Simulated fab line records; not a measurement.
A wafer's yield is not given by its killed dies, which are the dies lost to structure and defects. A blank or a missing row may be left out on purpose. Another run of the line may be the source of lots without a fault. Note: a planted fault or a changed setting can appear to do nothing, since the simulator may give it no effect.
A lot that was struck, set against a sound lot / flow n5Finfet / 16 out of 1938 route steps
Sound: wafers L163.1, L163.2, L163.4. Struck: wafer L152.3. (L152.2, L152.6 of the same lot were not struck and are left out.) The cause comes at the end.
For every step that has rows: the tool of each side, followed by ch and its chambers, followed by its first start. Under that, the readings that differ: sound wafers / struck wafers / difference of the means / sigmas: that difference in standard deviations of wafers without a fault.
alike: readings whose means differ by less than 2 such deviations, and words and numbers that are the same on both sides. not compared: withheld readings, readings that some wafer has no value for, bounds like >300 that may hide the same value, and numbers for which the record gives no deviation and whose values overlap.
Wherever a step has rows on one side only, a row that says differs or no value, or a row with sigmas, the two part there. Numbers that don't overlap but have no deviation are shown without sigmas and don't part them. A reading missing from all wafers of one side parts the sides only when that side holds two or more wafers.

first, 8 steps without rows for these wafers: N5_BEOL_M1_COAT_68 (time 60 s, resist thk 12 nm); N5_BEOL_M1_COAT_76 (time 60 s, resist thk 5 nm); N5_BEOL_M1_COAT_22 (resist thk 30 nm); N5_BEOL_M1_EBR_24; N5_BEOL_M1_SOFTBAKE_23 (time 60 s); N5_BEOL_M1_EXPOSE_25 (exposes mask V0, defocus 5 nm, target cd 24 nm); N5_BEOL_M1_PEB_26 (peb time 60 s); N5_BEOL_M1_DEVELOP_27 (develop time 30 s).
N5_BEOL_M1_CD_MEAS_28: target cd y 23.3 nm.
  sound on cdSem-03 ch 0, day 9 05:44; struck on cdSem-03 ch 0, day 7 12:03
reading=cdNm (nm); sound=23.85 23.98 23.67; struck=24.60; difference=+0.77; sigmas=+3
N5_BEOL_M1_OVL_MEAS_29:
  sound on overlay-01 ch 0, day 9 05:46; struck on overlay-01 ch 0, day 7 12:05
  alike: V0_OVL
N5_BEOL_M1_INSPECT_30: inspects for defects (brightfield).
  struck on defectInspect-02, day 7 12:08; sound on defectInspect-02, day 9 05:50
  alike: rawDefectCount
N5_BEOL_M1_DESCUM_33: chemistry O2, time 7 s.
  sound on rieDiel-06 ch 0,2, day 9 06:00; struck on rieDiel-03 ch 1, day 7 12:10
  alike: drypumpMotorCurrentA, oesProductAu, rfVppV, showerheadPlenumPTorr, throttleValvePct
  not compared: rfHoursCounterH
N5_BEOL_M1_ETCH_77: etches underlayer in N2/H2, target depth 6.5 nm, time 5.2 s.
  sound on rieDiel-06 ch 0,2, day 9 06:02; struck on rieDiel-03 ch 1, day 7 12:13
reading=etchRfOnTimeS (s); sound=5.30 5.19 5.30; struck=6.55; difference=+1.29; sigmas=+9
  alike: drypumpMotorCurrentA, oesProductAu, rfVppV, showerheadPlenumPTorr, throttleValvePct
  not compared: rfHoursCounterH
N5_BEOL_M1_ETCH_69: etches SiARC in CF4, target depth 15.6 nm, time 26 s.
  sound on rieDiel-06 ch 0,2, day 9 06:04; struck on rieDiel-03 ch 1, day 7 12:14
  alike: drypumpMotorCurrentA, etchRfOnTimeS, oesProductAu, rfVppV, showerheadPlenumPTorr, throttleValvePct
  not compared: rfHoursCounterH
-- record jumps: 5 days separate the struck wafers' starts on either side; left off in module BEOL_M1, taken up again in module BEOL_M4, whose first shown step is the route's number 1111 --
N5_BEOL_M4_RC_MEAS_101:
  sound on prober-02 ch 0, day 14 14:45; struck on prober-01 ch 0, day 12 10:05
  alike: DIBL_N, DIBL_P, IOFF_N, IOFF_P, ION_N, ION_P, SS_N, SS_P, VT_N, VT_P
-- record jumps: 5 days separate the struck wafers' starts on either side; left off in module BEOL_M4, taken up again in module PASSIVATION, whose first shown step is the route's number 1936 --
N5_PASSIVATION_PROBE_49:
  struck on prober-01, day 17 03:56; sound on prober-01, day 19 01:26
reading=killedAtOther; sound=3 1 0; struck=8; difference=+7; sigmas=+2
reading=killedShort; sound=24 28 15; struck=42; difference=+20; sigmas=+3
  alike: defectLimitedYield, killed_at_M0_to_M3, killed_at_M4_up, killedAtContacts, killedAtFrontEnd, killedDies, killedOpen, sort_bin_5_function, sort_bin_6_memory, sortNPass, sortYieldPct

## WHERE THEY PART
First at N5_BEOL_M1_CD_MEAS_28; last, within this record, at N5_PASSIVATION_PROBE_49.

WHY: whatever the simulator had introduced
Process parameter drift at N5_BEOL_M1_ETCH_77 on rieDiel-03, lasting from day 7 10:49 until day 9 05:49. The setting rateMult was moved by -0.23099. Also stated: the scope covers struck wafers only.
